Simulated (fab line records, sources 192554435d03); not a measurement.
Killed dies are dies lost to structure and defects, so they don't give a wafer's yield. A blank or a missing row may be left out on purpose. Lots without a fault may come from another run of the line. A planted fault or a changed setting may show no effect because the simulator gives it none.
fab line records | flow n5_finfet
record lots=8 wafers=21 last_day=18
route steps=1938 shown BEOL_M2@865 BEOL_M4@1111 PASSIVATION@1936
lots that met no fault: from a run of the same line without faults
start_h: hours from the record's first day to the start of the lot's first wafer shown | wait_h: hours since the lot's step before | " the same as in the row above | L1.1+2: a row that stands for several wafers | - no value, or no start given | * or withheld: withheld | < > ~ a bound
route shown NAME@n: a module of which the file shows steps, and the number in the route of the first | usual: mean/standard deviation of fault-free wafers | same: alike in all rows | chamber/n: place in a boat | sites: the reading at each site | _std_site: their standard deviation | _edge_site: outer sites' mean less inner sites' | radius_mm: how far each site lies from the wafer's centre | mask NAME#n: copy n | behind: the tool/chamber that last shaped the wafer | hold: why the lot was held/for how many hours/how that ended | device: the transistor (n, p or np) that didn't switch | end of line: the same wafers' tests at the end of the route | a step without rows: its recipe alone | killed: dies lost to structure and defects at the first sort, not the wafer's yield | map: a wafer's dies, x killed, . not, _ none there
set.NAME: the setting as run; set.NAME@STEP: as run at that earlier step | model.NAME: the simulator's own value behind a step, which no gauge read
steps of the route over a sample of lots; a table a step, a row a wafer
services: from which hour (start_h, from the record's first day; less than 0 if before it) a tool's chamber was out of use, for how many hours, and why
## steps
# step N5_BEOL_M2_STRIP_19
# recipe chemistry=O2 power_w=400 temp_c=40 pressure_mtorr=30 rf_frequency_hz=6e+07 bias_power_w=0 overash_fraction=0.2 o2_flow_sccm=225
# usual drypump_motor_current_A=5.8/0.35 oes_product_au=0.80/0.076 rf_vpp_V=3.7/0.45 showerhead_plenum_p_Torr=2.09/0.075 throttle_valve_pct=16.69/0.27
# columns lot.wafer tool chamber start_h wait_h drypump_motor_current_A oes_product_au rf_hours_counter_h rf_vpp_V showerhead_plenum_p_Torr throttle_valve_pct
L251.1 rie_diel-03 3 157.52 0.1 5.9 0.76 157 3.8 2.01 16.84
L251.5 " 0 " " 5.1 0.67 - 3.3 2.05 16.92
L251.6 " 2 " " 5.5 0.78 - 3.9 2.20 17.04
L257.2 rie_diel-03 0 189.95 0.2 5.1 0.96 3 3.7 2.05 16.43
L257.5 " 2 " " 5.5 0.74 - 3.6 2.19 17.07
L257.6 " 3 " " 5.9 0.76 - 2.9 2.00 16.86
L259.1 rie_diel-04 3 202.03 0.1 5.7 0.82 49 3.5 2.22 16.70
L259.4 " 1 " " 6.2 0.85 45 3.8 2.21 16.53
L261.4 rie_diel-04 3 215.32 0.1 5.6 0.82 - 4.2 2.22 16.72
L261.5 " 0 " " 5.5 0.84 - 4.6 2.04 16.38
L264.1 rie_diel-03 2 236.76 0.1 5.5 0.74 163 3.6 2.19 17.07
L264.2 " 3 " " 5.9 0.74 186 3.4 2.00 16.88
L267.3 rie_diel-03 2 252.82 0.1 5.5 0.74 170 4.5 2.19 17.10
L267.4 " 1 " " 6.4 0.89 37 3.8 2.04 16.27
L267.6 " 1 " " 6.4 0.89 - 3.7 2.04 16.27
L268.1 rie_diel-01 3 255.70 0.1 5.7 0.75 151 4.1 2.01 16.90
L268.4 " 3 " " 5.7 0.76 - 3.5 2.01 16.90
L268.6 " 2 " " 6.2 0.69 - 3.7 2.08 16.70
L269.2 rie_diel-04 2 257.81 0.1 5.6 0.73 203 4.4 2.15 17.07
L269.3 " 0 " " 5.5 0.82 96 4.4 2.03 16.39
L269.6 " 1 " " 6.2 0.83 - 3.4 2.21 16.56
# step N5_BEOL_M2_DESCUM_33
# recipe chemistry=O2 time_s=7 source_power_w=50 bias_power_w=20 pressure_mtorr=20 rf_frequency_hz=2.712e+07 temp_c=40 resist=CAR-EUV o2_flow_sccm=225
# usual drypump_motor_current_A=5.8/0.32 oes_product_au=0.80/0.075 rf_vpp_V=243.1/1.4 showerhead_plenum_p_Torr=2.09/0.074 throttle_valve_pct=20.42/0.24
# columns lot.wafer tool chamber start_h wait_h drypump_motor_current_A oes_product_au rf_hours_counter_h rf_vpp_V showerhead_plenum_p_Torr throttle_valve_pct
L251.1 rie_diel-04 0 158.48 0.3 5.5 0.87 64 242.7 2.04 20.10
L251.5 " 0 " " 5.5 0.87 - 242.1 2.04 20.09
L251.6 " 3 " " 5.6 0.86 - 244.4 2.22 20.48
L257.2 rie_diel-01 3 190.47 0.0 5.7 0.77 123 242.2 2.02 20.64
L257.5 " 2 " " 6.2 0.70 - 243.7 2.08 20.38
L257.6 " 1 " " 6.0 0.67 - 242.2 2.07 20.56
L259.1 rie_diel-03 0 202.66 0.0 5.1 0.94 8 243.3 2.04 20.23
L259.4 " 2 " " 5.5 0.76 157 245.7 2.19 20.86
L261.4 rie_diel-03 0 215.96 0.0 5.1 0.93 - 240.6 2.04 20.23
L261.5 " 3 " " 5.9 0.76 - 241.4 2.00 20.63
L264.1 rie_diel-04 3 237.40 0.0 5.6 0.80 61 245.1 2.21 20.53
L264.2 " 2 " " 5.6 0.74 200 243.4 2.15 20.79
L267.3 rie_diel-04 3 254.79 1.5 5.7 0.82 62 244.9 2.21 20.53
L267.4 " 1 " " 6.1 0.84 57 245.5 2.20 20.34
L267.6 " 1 " " 6.2 0.84 - 245.7 2.20 20.33
L268.1 rie_diel-04 1 256.51 0.3 6.2 0.84 58 243.3 2.20 20.34
L268.4 " 0 " " 5.5 0.82 96 240.4 2.03 20.14
L268.6 " 2 " " 5.6 0.73 - 245.1 2.15 20.80
L269.2 rie_diel-01 0 258.32 0.0 6.0 0.78 130 241.7 2.02 20.19
L269.3 " 3 " " 5.7 0.75 152 240.9 2.01 20.66
L269.6 " 3 " " 5.8 0.74 - 241.5 2.01 20.69
# step N5_BEOL_M2_ALD_98
# recipe material=SiO2 target_thk_a=25 temp_c=100 ald_precursor_family=BDEAS ald_co_reactant=O2-plasma pulse_time_s=1 co_reactant_pulse_time_s=1 purge_time_s=2 co_reactant_purge_time_s=2 ald_cycles=17 pressure_torr=2
# usual heater_power_w=79/9.9 precursor_pulse_height_rel=1.002/0.022
# same co_reactant_purge_time_s=2 purge_time_s=2
# columns lot.wafer tool chamber start_h wait_h heater_power_w precursor_pulse_height_rel
L251.1 ald_sin-02 0 158.93 0.4 77 0.990
L251.5 " 2 " " 70 1.036
L251.6 " 3 " " 90 0.974
L257.2 ald_sin-03 3 190.60 0.1 78 0.995
L257.5 " 2 " " 85 1.016
L257.6 " 3 " " 79 1.025
L259.1 ald_sin-03 2 202.80 0.1 82 1.001
L259.4 " 0 " " 84 1.018
L261.4 ald_sin-04 2 216.07 0.0 94 1.035
L261.5 " 3 " " 90 1.014
L264.1 ald_sin-04 3 237.53 0.1 89 1.038
L264.2 " 2 " " 91 1.004
L267.3 ald_sin-02 2 255.10 0.2 72 0.990
L267.4 " 3 " " 90 0.971
L267.6 " 1 " " 66 1.012
L268.1 ald_sin-02 0 256.64 0.1 76 1.024
L268.4 " 2 " " 68 1.019
L268.6 " 2 " " 70 1.008
L269.2 ald_sin-02 0 258.45 0.1 73 1.002
L269.3 " 2 " " 70 1.006
L269.6 " 1 " " 66 1.014
# step N5_BEOL_M2_TRENCH_ETCH_37
# recipe chemistry=C4F6/O2 target_depth_a=555.55 target=SiOC time_s=29.2 ion_energy_ev=250 pressure_mtorr=30 source_w=355 bias_w=185 Ar_flow_sccm=300 C4F6_flow_sccm=10 O2_flow_sccm=10
# usual drypump_motor_current_A=5.8/0.35 oes_product_au=0.79/0.077 rf_vpp_V=666/6.7 run_length_s=52.2/0.58 showerhead_plenum_p_Torr=2.82/0.094 throttle_valve_pct=20.85/0.27
# columns lot.wafer tool chamber start_h wait_h drypump_motor_current_A oes_product_au rf_hours_counter_h rf_vpp_V run_length_s showerhead_plenum_p_Torr throttle_valve_pct
L251.1 rie_diel-03 3 160.19 - 5.9 0.77 159 657 51.8 2.74 21.06
L251.5 " 0 " " 5.1 0.67 - 676 52.4 2.79 21.05
L251.6 " 2 " " 5.5 0.77 - 668 52.4 2.96 21.16
L257.2 rie_diel-03 2 192.79 - 5.5 0.77 154 665 52.4 2.95 21.21
L257.5 " 2 " " 5.5 0.75 - 667 52.5 2.95 21.20
L257.6 " 3 " " 6.0 0.76 - 655 51.8 2.73 21.08
L259.1 rie_diel-03 0 225.42 - 5.1 0.93 17 677 42.1 2.78 20.69
L259.4 " 3 " " 5.9 0.75 - 655 52.1 2.73 21.11
L261.4 rie_diel-03 0 230.89 - 5.1 0.91 20 674 52.2 2.78 20.70
L261.5 " 0 " " 5.1 0.90 - 673 41.9 2.78 20.70
L264.1 rie_diel-03 1 239.08 - 6.3 0.90 31 658 43.5 2.79 20.46
L264.2 " 2 " " 5.5 0.75 163 667 52.7 2.95 21.21
L267.3 rie_diel-01 0 257.05 - 6.1 0.78 129 668 52.0 2.73 20.49
L267.4 " 3 " " 5.7 0.75 - 661 51.8 2.73 21.06
L267.6 " 2 " " 6.2 0.68 - 667 51.4 2.81 20.82
L268.1 rie_diel-04 1 261.98 - 6.2 0.82 61 676 51.8 3.02 20.93
L268.4 " 3 " " 5.7 0.80 65 679 52.4 3.01 21.05
L268.6 " 2 " " 5.6 0.72 - 665 52.1 2.93 21.31
L269.2 rie_diel-01 0 266.80 - 6.1 0.79 133 667 52.0 2.73 20.50
L269.3 " 1 " " 5.9 0.96 3 666 52.1 2.79 20.50
L269.6 " 0 " " 6.1 0.78 - 668 52.0 2.73 20.50
# step N5_BEOL_M2_OCD_MEAS_38
# usual trench_depth_nm=55.5/0.87
# columns lot.wafer tool chamber start_h wait_h trench_depth_nm
L251.1 ocd-02 - 160.34 - 55.3
L251.5 " - " " 54.2
L251.6 " - " " 55.5
L257.2 ocd-02 - 192.95 - 55.9
L257.5 " - " " 55.3
L257.6 " - " " 55.7
L259.1 ocd-01 - 225.58 - 36.9
L259.4 " - " " 55.4
L261.4 ocd-02 - 231.05 - 55.9
L261.5 " - " " 35.9
L264.1 ocd-01 - 239.23 - 36.8
L264.2 " - " " 55.3
L267.3 ocd-01 - 257.21 - 55.2
L267.4 " - " " 56.2
L267.6 " - " " 53.5
L268.1 ocd-02 - 262.13 - 55.0
L268.4 " - " " 54.5
L268.6 " - " " 54.6
L269.2 ocd-02 - 266.95 - 55.5
L269.3 " - " " 56.9
L269.6 " - " " 54.8
# step N5_BEOL_M2_THK_MEAS_53
# recipe thk_meas_gauge=xrf reads=Cu_of_BEOL_M2_ECD_50
# usual M2_THK=40.0/1.4
# columns lot.wafer tool chamber start_h wait_h M2_THK[nm]
L251.1 film_metro-02 - 165.94 - 37.0
L251.5 " - " " 36.8
L251.6 " - " " 38.6
L257.2 film_metro-01 - 197.47 - 41.7
L257.5 " - " " 40.8
L257.6 " - " " 42.2
L259.1 film_metro-02 - 229.92 - 21.8
L259.4 " - " " 40.3
L261.4 film_metro-02 - 236.21 - 40.1
L261.5 " - " " 22.0
L264.1 film_metro-02 - 243.08 - 19.5
L264.2 " - " " 39.0
L267.3 film_metro-01 - 262.25 - 40.4
L267.4 " - " " 41.1
L267.6 " - " " 38.0
L268.1 film_metro-01 - 266.55 - 39.2
L268.4 " - " " 39.2
L268.6 " - " " 37.4
L269.2 film_metro-02 - 273.78 - 40.8
L269.3 " - " " 41.6
L269.6 " - " " 39.3
# step N5_BEOL_M2_RS_MEAS_58
# recipe thk_meas_gauge=four-point-probe reads=Co_of_BEOL_M2_CO_CAP_55+Cu_of_BEOL_M2_ECD_50+Co_of_BEOL_M2_CVD_47+TaN_of_BEOL_M2_ALD_84
# usual M2_RS=0.68/0.032
# columns lot.wafer tool chamber start_h wait_h M2_RS[ohm/sq]
L251.1 film_metro-02 - 166.44 0.0 0.74
L251.5 " - " " 0.75
L251.6 " - " " 0.70
L257.2 film_metro-01 - 197.73 0.1 0.63
L257.5 " - " " 0.65
L257.6 " - " " 0.62
L259.1 film_metro-01 - 230.18 0.0 1.52
L259.4 " - " " 0.67
L261.4 film_metro-02 - 236.47 0.0 0.67
L261.5 " - " " 1.49
L264.1 film_metro-01 - 243.40 0.0 1.75
L264.2 " - " " 0.69
L267.3 film_metro-02 - 262.51 0.1 0.67
L267.4 " - " " 0.66
L267.6 " - " " 0.73
L268.1 film_metro-02 - 266.81 0.0 0.70
L268.4 " - " " 0.69
L268.6 " - " " 0.74
L269.2 film_metro-02 - 274.07 0.1 0.66
L269.3 " - " " 0.63
L269.6 " - " " 0.68
# step N5_BEOL_M4_RC_MEAS_101
# usual DIBL_N=36.3/1.6 DIBL_P=36.5/1.6 IOFF_N=0.163/0.026 IOFF_P=0.22/0.033 ION_N=676/9.9 ION_P=464/6.5 SERP_M2=199/14 SERP_M2_max_site=214/14 SS_N=71.5/0.5 SS_P=73.3/0.64 VT_N=249.3/2.9 VT_P=-250/3.2
# columns lot.wafer tool chamber start_h wait_h DIBL_N[mV/V] DIBL_P[mV/V] IOFF_N[nA/um] IOFF_P[nA/um] ION_N[uA/um] ION_P[uA/um] SERP_M2[ohm/um] SERP_M2_max_site[ohm/um] SS_N[mV/dec] SS_P[mV/dec] VT_N[mV] VT_P[mV]
L251.1 prober-01 0 200.16 0.0 34.8 36.6 0.169 0.20 691 466 213 229 71.5 73.7 249.6 -250
L251.5 " 0 " " 33.5 34.8 0.140 0.17 672 467 248 267 71.0 72.9 250.4 -251
L251.6 " 0 " " 34.9 36.3 0.165 0.20 692 471 201 207 70.9 74.6 247.7 -251
L257.2 prober-02 0 234.80 0.2 38.9 37.9 0.218 0.28 683 474 189 205 72.0 73.7 246.9 -247
L257.5 " 0 " " 39.4 38.2 0.235 0.28 689 469 190 204 72.1 74.2 242.8 -246
L257.6 " 0 " " 39.1 37.9 0.222 0.28 696 473 185 198 72.5 73.8 244.2 -245
L259.1 prober-01 0 257.76 0.0 35.7 35.7 0.159 0.22 679 465 436 456 71.2 73.0 248.4 -249
L259.4 " 0 " " 33.8 33.9 0.133 0.20 664 467 196 212 70.5 72.6 249.7 -249
L261.4 prober-02 0 262.81 0.5 34.3 35.6 0.123 0.19 671 467 188 200 71.3 72.8 253.7 -250
L261.5 " 0 " " 35.9 37.2 0.159 0.21 676 470 389 417 71.6 72.9 248.0 -251
L264.1 prober-01 0 277.88 0.0 36.2 36.7 0.152 0.19 667 455 443 500 71.4 73.9 250.6 -255
L264.2 " 0 " " 35.1 35.2 0.132 0.17 659 454 200 210 71.5 73.3 254.4 -253
L268.1 prober-01 0 304.18 0.0 38.4 42.3 0.213 0.29 685 470 221 230 72.8 74.2 246.6 -245
L268.4 " 0 " " 35.0 37.9 0.145 0.21 680 470 215 221 70.8 72.1 248.1 -250
L268.6 " 0 " " 35.9 38.6 0.164 0.23 682 471 228 246 71.5 72.9 250.8 -249
L267.3 prober-01 0 307.48 0.3 33.9 34.1 0.123 0.21 676 477 198 208 71.4 72.4 255.8 -246
L267.4 " 0 " " 34.3 34.0 0.123 0.20 665 459 202 213 71.0 73.1 254.4 -248
L267.6 " 0 " " 34.3 33.9 0.128 0.21 663 467 229 238 71.2 72.2 256.5 -247
L269.2 prober-01 0 309.38 0.2 35.9 35.8 0.146 0.20 667 459 181 203 71.0 73.1 253.6 -251
L269.3 " 0 " " 35.8 36.3 0.143 0.20 671 467 204 211 71.2 73.1 250.4 -253
L269.6 " 0 " " 35.9 36.1 0.152 0.20 675 462 193 208 71.4 72.5 251.3 -254
# sites SERP_M2 radius_mm=0,75,75,75,75,140,140,140,140
L251.1 213 219 210 229 210 217 203 213 194
L257.2 200 200 189 205 198 163 167 177 164
L259.1 432 437 436 419 419 441 417 456 444
L261.4 191 194 195 200 188 178 165 172 169
L264.1 420 435 427 443 420 500 459 452 472
L268.1 225 223 230 222 221 205 190 194 202
L267.3 200 204 198 208 201 187 188 181 183
L269.2 170 172 181 179 171 198 196 203 193
# step N5_PASSIVATION_PROBE_49
# usual defect_limited_yield=91.2/1.5 killed_at_M0_to_M3=32/9.6 killed_at_M4_up=13/5.3 killed_at_contacts=13/6.7 killed_at_front_end=42/11 killed_at_other=3.8/2.9 killed_dies=103/17 killed_on_rim=14/4.4 killed_open=67/13 killed_short=35/7.9 sort_bin_5_function=5.2/0.94 sort_bin_6_memory=3.3/0.64 sort_bin_8_speed=0/0 sort_n_pass=1077/17
# same gross_dies=1180 killed_at_back_side=0 sort_bin_4_leakage[%]=0
# columns lot.wafer tool chamber start_h wait_h defect_limited_yield[%] killed_at_M0_to_M3 killed_at_M4_up killed_at_contacts killed_at_front_end killed_at_other killed_dies killed_on_rim killed_open killed_short sort_bin_5_function[%] sort_bin_6_memory[%] sort_bin_8_speed[%] sort_n_pass
L251.1 prober-02 - 300.05 0.0 89.3 53 11 39 22 1 126 13 99 25 6.5 3.9 0 1054
L251.5 prober-02 - 300.25 0.2 91.2 38 7 20 37 2 104 11 62 39 4.8 3.6 0 1076
L251.6 prober-02 - 300.30 0.3 90.2 50 15 24 25 2 116 16 83 32 6.0 3.8 0 1064
L257.2 prober-01 - 346.21 0.1 91.6 25 11 5 51 7 99 10 74 25 5.2 3.0 0 1081
L257.5 prober-01 - 346.36 0.2 91.6 22 12 9 47 9 99 8 63 35 5.3 3.0 0 1081
L257.6 prober-01 - 346.41 0.3 90.4 37 8 9 50 9 113 17 75 37 5.5 3.9 0 1067
L259.1 prober-01 - 367.03 0.0 75.5 222 14 10 36 7 289 42 63 33 4.4 3.5 16.36 891
L259.4 prober-01 - 367.18 0.2 94.2 14 13 16 25 1 69 9 48 20 3.6 2.1 0 1111
L261.4 prober-01 - 376.53 0.2 93.7 13 4 14 41 2 74 11 49 24 3.7 2.4 0 1106
L261.5 prober-01 - 376.58 0.2 83.4 122 9 10 54 1 196 22 60 45 5.6 3.0 7.54 984
L264.1 prober-01 - 402.21 0.0 69.5 273 14 15 49 9 360 63 75 55 6.4 4.2 19.32 820
L264.2 prober-01 - 402.26 0.1 95.4 15 12 7 17 3 54 10 37 16 3.1 1.4 0 1126
L268.1 prober-01 - 414.94 0.0 90.8 23 19 15 45 7 109 18 69 36 4.9 3.7 0 1071
L268.4 prober-01 - 415.09 0.2 91.1 31 22 15 37 0 105 12 70 29 5.3 3.2 0 1075
L268.6 prober-01 - 415.19 0.3 91.2 34 11 20 37 2 104 21 62 38 5.3 3.1 0 1076
L267.3 prober-02 - 424.62 0.1 92.8 19 19 10 35 2 85 13 47 38 4.2 2.5 0 1095
L267.4 prober-02 - 424.67 0.2 92.0 21 16 7 43 7 94 8 61 33 4.6 3.0 0 1086
L267.6 prober-02 - 424.77 0.3 91.4 44 17 7 32 1 101 14 64 34 4.8 3.4 0 1079
L269.2 prober-01 - 432.62 0.1 88.8 25 16 10 79 2 132 24 95 37 6.0 4.6 0 1048
L269.3 prober-01 - 432.67 0.1 89.2 33 28 11 54 2 128 18 87 40 6.7 4.0 0 1052
L269.6 prober-01 - 432.82 0.3 90.0 32 24 17 44 1 118 14 79 38 6.0 3.9 0 1062
# killed by level:class
L251.1 MOL_CONTACT_COAG:geometric_particle:open=32 BEOL_M3:geometric_particle:open=25 BEOL_M2:geometric_particle:open=12 STI_FIN_REVEAL:geometric_particle:open=9 MOL_CONTACT_COAG:geometric_particle:short=7 DUMMY_GATE:geometric_particle:open=4 BEOL_M1:geometric_particle:open=4 BEOL_M4:geometric_particle:open=4
L251.5 MOL_CONTACT_COAG:geometric_particle:open=15 STI_FIN_REVEAL:geometric_particle:open=13 BEOL_M3:geometric_particle:open=11 BEOL_M0_SAQP:geometric_particle:short=10 FIN_SAQP:geometric_particle:short=6 BEOL_M0_SAQP:geometric_particle:open=6 MOL_CONTACT_COAG:geometric_particle:short=5 BEOL_M3:geometric_particle:short=4
L251.6 BEOL_M3:geometric_particle:open=19 MOL_CONTACT_COAG:geometric_particle:open=16 BEOL_M4:geometric_particle:open=11 BEOL_M0_SAQP:geometric_particle:short=9 MOL_CONTACT_COAG:geometric_particle:short=8 BEOL_M2:geometric_particle:open=8 BEOL_M0_SAQP:geometric_particle:open=6 STI_FIN_REVEAL:geometric_particle:open=5
L257.2 STI_FIN_REVEAL:geometric_particle:open=15 BEOL_M1:geometric_particle:open=11 FIN_SAQP:geometric_particle:open=9 DUMMY_GATE:geometric_particle:open=7 BEOL_M0_SAQP:geometric_particle:short=6 BEOL_M0_SAQP:geometric_particle:open=5 MOL_CONTACT_COAG:geometric_particle:open=5 ILD0:geometric_particle:short=4
L257.5 STI_FIN_REVEAL:geometric_particle:open=15 BEOL_M3:geometric_particle:open=9 FIN_SAQP:geometric_particle:short=8 MOL_CONTACT_COAG:geometric_particle:open=7 BEOL_M4:geometric_particle:open=5 FIN_SAQP:geometric_particle:open=4 DUMMY_GATE:geometric_particle:open=4 GATE_CUT:geometric_particle:short=4
L257.6 STI_FIN_REVEAL:geometric_particle:open=27 BEOL_M0_SAQP:geometric_particle:short=15 BEOL_M0_SAQP:geometric_particle:open=13 MOL_CONTACT_COAG:geometric_particle:open=8 FIN_SAQP:geometric_particle:short=6 BEOL_M1:geometric_particle:open=6 BEOL_M7:geometric_particle:open=4 STI_FIN_REVEAL:geometric_particle:short=3
L259.1 BEOL_M2:area_ecd=193 BEOL_M3:geometric_particle:open=12 STI_FIN_REVEAL:geometric_particle:open=11 MOL_CONTACT_COAG:geometric_particle:open=8 BEOL_M0_SAQP:geometric_particle:short=6 DUMMY_GATE:geometric_particle:open=6 BEOL_M4:geometric_particle:open=6 BEOL_M3:geometric_particle:short=5
L259.4 MOL_CONTACT_COAG:geometric_particle:open=12 STI_FIN_REVEAL:geometric_particle:open=8 BEOL_M3:geometric_particle:open=6 BEOL_M4:geometric_particle:open=6 MOL_CONTACT_COAG:geometric_particle:short=4 DUMMY_GATE:geometric_particle:open=3 STARTING-WAFER:geometric_particle:open=3 FIN_SAQP:geometric_particle:short=2
L261.4 MOL_CONTACT_COAG:geometric_particle:open=13 FIN_SAQP:geometric_particle:open=12 FIN_SAQP:geometric_particle:short=8 STARTING-WAFER:geometric_particle:open=6 STI_FIN_REVEAL:geometric_particle:open=4 BEOL_M0_SAQP:geometric_particle:open=4 STI_FIN_REVEAL:geometric_particle:short=3 GATE_CUT:geometric_particle:short=3
L261.5 BEOL_M2:area_ecd=89 FIN_SAQP:geometric_particle:short=15 BEOL_M0_SAQP:geometric_particle:open=14 FIN_SAQP:geometric_particle:open=10 MOL_CONTACT_COAG:geometric_particle:short=6 BEOL_M0_SAQP:geometric_particle:short=6 DUMMY_GATE:geometric_particle:open=5 GATE_CUT:geometric_particle:short=5
L264.1 BEOL_M2:area_ecd=228 MOL_CONTACT_COAG:geometric_particle:open=13 BEOL_M0_SAQP:geometric_particle:open=13 BEOL_M1:geometric_particle:open=11 FIN_SAQP:geometric_particle:short=10 GATE_CUT:geometric_particle:short=10 BEOL_M0_SAQP:geometric_particle:short=7 STI_FIN_REVEAL:geometric_particle:short=6
L264.2 MOL_CONTACT_COAG:geometric_particle:open=6 STI_FIN_REVEAL:geometric_particle:open=4 BEOL_M2:geometric_particle:open=4 STARTING-WAFER:geometric_particle:short=4 BEOL_M4:geometric_particle:open=3 BEOL_M8:geometric_particle:open=3 FIN_SAQP:geometric_particle:open=2 FIN_SAQP:geometric_particle:short=2
L268.1 MOL_CONTACT_COAG:geometric_particle:open=14 FIN_SAQP:geometric_particle:short=12 BEOL_M5:geometric_particle:open=7 FIN_SAQP:geometric_particle:open=6 GATE_CUT:geometric_particle:short=6 BEOL_M1:geometric_particle:open=6 ILD0:geometric_particle:open=4 BEOL_M0_SAQP:geometric_particle:open=4
L268.4 BEOL_M0_SAQP:geometric_particle:open=13 MOL_CONTACT_COAG:geometric_particle:open=12 STI_FIN_REVEAL:geometric_particle:open=9 BEOL_M1:geometric_particle:open=6 FIN_SAQP:geometric_particle:open=5 BEOL_M0_SAQP:geometric_particle:short=5 BEOL_M4:geometric_particle:open=5 FIN_SAQP:geometric_particle:short=4
L268.6 MOL_CONTACT_COAG:geometric_particle:open=15 BEOL_M0:geometric_particle:short=9 BEOL_M1:geometric_particle:open=8 FIN_SAQP:geometric_particle:short=6 FIN_SAQP:geometric_particle:open=5 STI_FIN_REVEAL:geometric_particle:open=5 GATE_CUT:geometric_particle:short=5 MOL_CONTACT_COAG:geometric_particle:short=5
L267.3 FIN_SAQP:geometric_particle:short=19 MOL_CONTACT_COAG:geometric_particle:open=9 FIN_SAQP:geometric_particle:open=7 BEOL_M4:geometric_particle:open=6 BEOL_M0_SAQP:geometric_particle:open=5 BEOL_M1:geometric_particle:open=5 GATE_CUT:geometric_particle:short=4 BEOL_M3:geometric_particle:open=4
L267.4 FIN_SAQP:geometric_particle:open=15 BEOL_M5:geometric_particle:open=7 FIN_SAQP:geometric_particle:short=6 BEOL_M3:geometric_particle:open=6 STI_FIN_REVEAL:geometric_particle:open=5 GATE_CUT:geometric_particle:short=5 MOL_CONTACT_COAG:geometric_particle:open=5 BEOL_M0_SAQP:geometric_particle:short=4
L267.6 BEOL_M2:geometric_particle:open=11 BEOL_M3:geometric_particle:open=11 BEOL_M5:geometric_particle:open=7 GATE_CUT:geometric_particle:short=6 BEOL_M0_SAQP:geometric_particle:short=6 FIN_SAQP:geometric_particle:open=5 FIN_SAQP:geometric_particle:short=5 BEOL_M0_SAQP:geometric_particle:open=5
L269.2 STI_FIN_REVEAL:geometric_particle:open=35 FIN_SAQP:geometric_particle:open=14 FIN_SAQP:geometric_particle:short=7 MOL_CONTACT_COAG:geometric_particle:open=7 BEOL_M1:geometric_particle:open=7 BEOL_M0_SAQP:geometric_particle:short=6 BEOL_M5:geometric_particle:open=6 ILD0:geometric_particle:short=5
L269.3 BEOL_M4:geometric_particle:open=17 MOL_CONTACT_COAG:geometric_particle:open=8 BEOL_M0_SAQP:geometric_particle:open=8 BEOL_M3:geometric_particle:open=8 FIN_SAQP:geometric_particle:open=7 FIN_SAQP:geometric_particle:short=7 GATE_CUT:geometric_particle:short=6 BEOL_M0_SAQP:geometric_particle:short=6
L269.6 STI_FIN_REVEAL:geometric_particle:open=14 MOL_CONTACT_COAG:geometric_particle:open=13 BEOL_M0_SAQP:geometric_particle:short=10 BEOL_M4:geometric_particle:open=10 FIN_SAQP:geometric_particle:open=9 BEOL_M0_SAQP:geometric_particle:open=8 BEOL_M5:geometric_particle:open=6 BEOL_M3:geometric_particle:open=5
## services
# columns tool chamber start_h hours kind
rie_diel-03 1 136.58 - clean
rie_diel-03 1 136.58 - consumable_replace:focus_ring
rie_diel-03 1 136.58 23.6 scheduled_down
rie_diel-03 1 136.58 23.6 vent_cycle
rie_diel-04 1 154.12 31.9 repair
rie_diel-03 0 160.31 - clean
rie_diel-03 0 160.31 - consumable_replace:focus_ring
rie_diel-03 0 160.31 19.5 scheduled_down
rie_diel-03 0 160.31 19.5 vent_cycle
ald_sin-04 - 164.71 0.3 repair
ald_sin-02 - 176.79 14.0 pm
ald_sin-02 0 176.79 14.0 vent_cycle
rie_diel-01 1 203.47 7.2 repair
ald_sin-03 - 204.96 6.0 pm
ald_sin-02 3 205.50 4.2 repair
rie_diel-04 1 209.09 6.8 repair
rie_diel-03 2 212.85 15.3 repair
ald_sin-03 3 238.84 2.9 repair
rie_diel-04 - 240.08 14.6 pm
ald_sin-03 - 241.20 1.1 repair
rie_diel-01 1 244.09 - clean
rie_diel-01 1 244.09 - consumable_replace:focus_ring
rie_diel-01 1 244.09 13.9 scheduled_down
rie_diel-01 1 244.09 13.9 vent_cycle
## key
first_sign step=N5_BEOL_M2_TRENCH_ETCH_37 reading=run_length_s direction=down sigmas=17 usual=* struck=*
effect step=N5_BEOL_M2_OCD_MEAS_38 reading=trench_depth_nm direction=down sigmas=22 usual=55.5 struck=36.5
effect step=N5_BEOL_M2_THK_MEAS_53 reading=M2_THK direction=down sigmas=13 usual=40.0 struck=21.1
effect step=N5_BEOL_M2_RS_MEAS_58 reading=M2_RS direction=up sigmas=28 usual=0.68 struck=1.59
effect step=N5_BEOL_M4_RC_MEAS_101 reading=SERP_M2 direction=up sigmas=17 usual=199 struck=423
effect step=N5_BEOL_M4_RC_MEAS_101 reading=SERP_M2_max_site direction=up sigmas=17 usual=214 struck=458
effect step=N5_PASSIVATION_PROBE_49 reading=sort_bin_8_speed direction=up sigmas=99+ usual=0 struck=14.41
more_kills_born_at N5_BEOL_M2_ECD_50@ecd_cu-01=421 N5_BEOL_M2_ECD_50@ecd_cu-02=89
met_at N5_BEOL_M2_TRENCH_ETCH_37
struck_lots L259,L261,L264
struck_wafers L259.1,L261.5,L264.1
not_acting_at N5_BEOL_M2_STRIP_19,N5_BEOL_M2_DESCUM_33,N5_BEOL_M2_ALD_98
onset_between 192.79 225.42
fault kind=process_parameter_drift tool=rie_diel-03 chamber=- onset_h=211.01 steps=N5_BEOL_M2_TRENCH_ETCH_37 channel=time_s offset=* shape=step end_h=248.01 scope=struck_wafers_only acts_in=* stated=*
